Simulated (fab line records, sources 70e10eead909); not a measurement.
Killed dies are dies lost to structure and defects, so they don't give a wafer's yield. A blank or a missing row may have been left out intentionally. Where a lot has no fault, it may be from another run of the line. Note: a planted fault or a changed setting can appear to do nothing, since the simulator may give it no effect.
Chamber matching | flow nand harc | rie diel-09 running NHARC_A_CHANNEL_HOLE_D2_DESCUM_15: 4 sister chambers
The step chemistry O2, time 3 s. 8 wafers are shown with their chamber, then 8 later ones without.

EACH WAFER AND ITS CHAMBER
wafer  | chamber | showerhead plenum p Torr (Torr) | oes product au (a.u.)
L074.2 | 3       | 1.91                            | 1.022
L081.1 | 2       | 1.98                            | 1.003
L083.3 | 2       | 1.98                            | 1.008
L083.4 | 1       | 1.94                            | 0.985
L085.3 | 1       | 1.93                            | 0.984
L085.5 | 3       | 1.91                            | 1.006
L085.6 | 0       | 1.83                            | 0.974
L086.1 | 0       | 1.83                            | 0.974

WAFERS WITHOUT THEIR CHAMBER
wafer  | showerhead plenum p Torr (Torr) | oes product au (a.u.)
L086.4 | 1.93                            | 0.982
L086.6 | 1.93                            | 0.974
L089.4 | 1.83                            | 0.976
L089.5 | 1.83                            | 0.979
L089.6 | 1.93                            | 0.983
L092.1 | 1.93                            | 0.975
L092.3 | 1.83                            | 0.976
L092.5 | 1.93                            | 0.981

THE CHAMBER EACH PASSED THROUGH
wafer  | from the rows above | in truth
L086.4 | 1                   | 1
L086.6 | 1                   | 1
L089.4 | 0                   | 0
L089.5 | 0                   | 0
L089.6 | 1                   | 1
L092.1 | 1                   | 1
L092.3 | 0                   | 0
L092.5 | 1                   | 1
8 of 8 placed correctly. From these rows, 0 cannot be placed. Placed wrongly: 0.
How it was worked out, from the rows above alone: a wafer's distance from a chamber is the root of the sum, over the readings, of the square of ((its reading less the chamber's mean) divided by the reading's scatter). If the next closest chamber is less than 2 further off than the closest, the wafer can't be placed; otherwise it belongs to the closest. Each chamber's mean is taken over the wafers shown for it. The scatter: take each reading less its chamber's mean, square it, sum over the shown wafers, divide by the number of wafers less the number of chambers, and take the root.
